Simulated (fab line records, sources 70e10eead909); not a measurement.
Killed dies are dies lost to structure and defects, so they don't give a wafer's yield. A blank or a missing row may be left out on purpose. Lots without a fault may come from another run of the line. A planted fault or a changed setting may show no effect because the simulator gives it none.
Chamber matching | flow nand_harc | NHARC_A_BLC_ALD_23 on ald_metal-04: 4 sister chambers
The step deposits TiN, target thk 3 nm, pulse time 1 s, ald cycles 150. 18 wafers are shown with their chamber, then 9 later ones without.

WAFERS WITH THEIR CHAMBER
wafer  | chamber | heater_power_w (W) | precursor_pulse_height_rel
L076.1 | 2       | 1176               | 1.011
L076.2 | 0       | 1142               | 1.024
L076.4 | 3       | 946                | 0.980
L077.2 | 3       | 873                | 1.047
L077.3 | 2       | 1164               | 0.978
L077.5 | 3       | 883                | 0.982
L080.1 | 3       | 882                | 1.029
L080.2 | 1       | 1118               | 1.013
L080.6 | 1       | 1095               | 1.019
L083.2 | 2       | 1209               | 1.010
L083.5 | 2       | 1200               | 1.016
L083.6 | 1       | 1125               | 0.976
L087.2 | 1       | 1092               | 0.961
L087.3 | 2       | 1207               | 0.980
L087.4 | 3       | 893                | 1.018
L090.1 | 1       | 1144               | 1.030
L090.3 | 3       | 884                | 1.016
L090.5 | 2       | 1186               | 0.993

SIGNATURES (means of the wafers above)
reading                    | chamber 0 | chamber 1 | chamber 2 | chamber 3 | scatter within a chamber
heater_power_w             | 1142.00   | 1114.80   | 1190.33   | 893.50    | 22.4
precursor_pulse_height_rel | 1.02400   | 0.99980   | 0.99800   | 1.01200   | 0.0245
Rule: a wafer's distance from a chamber is the root of the sum, over the readings, of the square of ((its reading less the chamber's mean) divided by the reading's scatter). The wafer belongs to the nearest chamber; if the next one is less than 2 further off, it can't be placed. The scatter: the root of (the sum of the squares of (reading less its chamber's mean) over the shown wafers, divided by (wafers less chambers)).

WAFERS WITHOUT THEIR CHAMBER
wafer  | heater_power_w (W) | precursor_pulse_height_rel
L093.1 | 1111               | 1.004
L093.5 | 881                | 0.983
L093.6 | 1209               | 1.022
L095.2 | 893                | 1.014
L095.3 | 1068               | 1.014
L095.6 | 1058               | 1.005
L097.2 | 1204               | 0.989
L097.3 | 1098               | 0.986
L097.5 | 1190               | 1.024

WHICH CHAMBER EACH WENT THROUGH
wafer  | from the rows above     | in truth
L093.1 | can't be placed: 1 or 0 | 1
L093.5 | 3                       | 3
L093.6 | can't be placed: 2 or 0 | 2
L095.2 | 3                       | 3
L095.3 | can't be placed: 1 or 0 | 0
L095.6 | can't be placed: 1 or 0 | 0
L097.2 | 2                       | 2
L097.3 | can't be placed: 1 or 0 | 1
L097.5 | can't be placed: 2 or 0 | 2
Placed correctly: 3 of 9. Can't be placed from these rows: 6 (the true chamber is among the candidates in 6). Placed wrongly: 0.
